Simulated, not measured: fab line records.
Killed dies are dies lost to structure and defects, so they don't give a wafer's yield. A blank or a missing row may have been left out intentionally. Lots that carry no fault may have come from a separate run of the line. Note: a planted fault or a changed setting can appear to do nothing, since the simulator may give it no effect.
Matching of chambers | flow n5_finfet | N5_BEOL_M7_STRIP_67 on rie_diel-06: 4 sister chambers
The step strips in CF4. 20 wafers are shown with their chamber, then 10 later ones without.

WAFERS PAIRED WITH THEIR CHAMBERS
wafer  | chamber | showerhead_plenum_p_Torr (Torr) | throttle_valve_pct (%) | drypump_motor_current_A (A)
L074.1 | 2       | 1.79                            | 13.33                  | 5.0
L074.2 | 0       | 1.85                            | 13.41                  | 5.4
L074.4 | 1       | 1.85                            | 13.90                  | 5.9
L077.4 | 3       | 1.72                            | 14.27                  | 4.9
L077.5 | 1       | 1.85                            | 13.90                  | 5.9
L077.6 | 2       | 1.79                            | 13.36                  | 5.0
L079.2 | 2       | 1.79                            | 13.36                  | 5.0
L079.3 | 1       | 1.85                            | 13.89                  | 5.9
L079.6 | 3       | 1.72                            | 14.26                  | 4.9
L078.1 | 3       | 1.72                            | 14.27                  | 4.9
L078.2 | 1       | 1.85                            | 13.89                  | 6.0
L078.6 | 0       | 1.84                            | 13.44                  | 5.3
L080.2 | 2       | 1.79                            | 13.36                  | 5.1
L080.3 | 1       | 1.85                            | 13.91                  | 6.0
L080.6 | 2       | 1.79                            | 13.37                  | 5.0
L084.2 | 1       | 1.85                            | 13.94                  | 5.9
L084.3 | 0       | 1.84                            | 13.43                  | 5.3
L084.6 | 1       | 1.85                            | 13.93                  | 5.9
L091.1 | 0       | 1.84                            | 13.48                  | 5.3
L091.2 | 2       | 1.78                            | 13.42                  | 5.0

SIGNATURES, as means of the wafers listed above
reading                  | chamber 0 | chamber 1 | chamber 2 | chamber 3 | scatter within a chamber
showerhead_plenum_p_Torr | 1.8425    | 1.8500    | 1.7883    | 1.7200    | 0.00315
throttle_valve_pct       | 13.4400   | 13.9086   | 13.3667   | 14.2667   | 0.0241
drypump_motor_current_A  | 5.325     | 5.929     | 5.017     | 4.900     | 0.0434
Rule: for a wafer and a chamber, the distance is found by dividing, reading by reading, the gap between the wafer's reading and the chamber's mean by the reading's scatter, squaring, summing and taking the root. The wafer belongs to the nearest chamber; if the next one is less than 2 further off, it can't be placed. How the scatter is found: for the shown wafers, subtract from each reading the mean of its chamber, square and add these, divide the total by (wafers less chambers), then take the root.

WAFERS WITH NO CHAMBER GIVEN
wafer  | showerhead_plenum_p_Torr (Torr) | throttle_valve_pct (%) | drypump_motor_current_A (A)
L091.6 | 1.78                            | 13.44                  | 5.0
L090.2 | 1.84                            | 13.50                  | 5.3
L090.4 | 1.84                            | 13.94                  | 6.0
L090.5 | 1.78                            | 13.42                  | 5.0
L094.2 | 1.84                            | 13.48                  | 5.3
L094.3 | 1.93                            | 13.74                  | 4.9
L094.5 | 1.78                            | 13.43                  | 5.0
L096.4 | 1.78                            | 13.46                  | 5.1
L096.5 | 1.84                            | 13.41                  | 5.9
L096.6 | 1.78                            | 13.45                  | 5.1

WHICH CHAMBER EACH ONE RAN IN
wafer  | from the rows above | in truth
L091.6 | 2                   | 2
L090.2 | 0                   | 0
L090.4 | 1                   | 1
L090.5 | 2                   | 2
L094.2 | 0                   | 0
L094.3 | 0                   | 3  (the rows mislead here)
L094.5 | 2                   | 2
L096.4 | 2                   | 2
L096.5 | 0                   | 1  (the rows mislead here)
L096.6 | 2                   | 2
8 of 10 placed correctly. Not placeable from these rows: 0. Placed wrongly: 2.
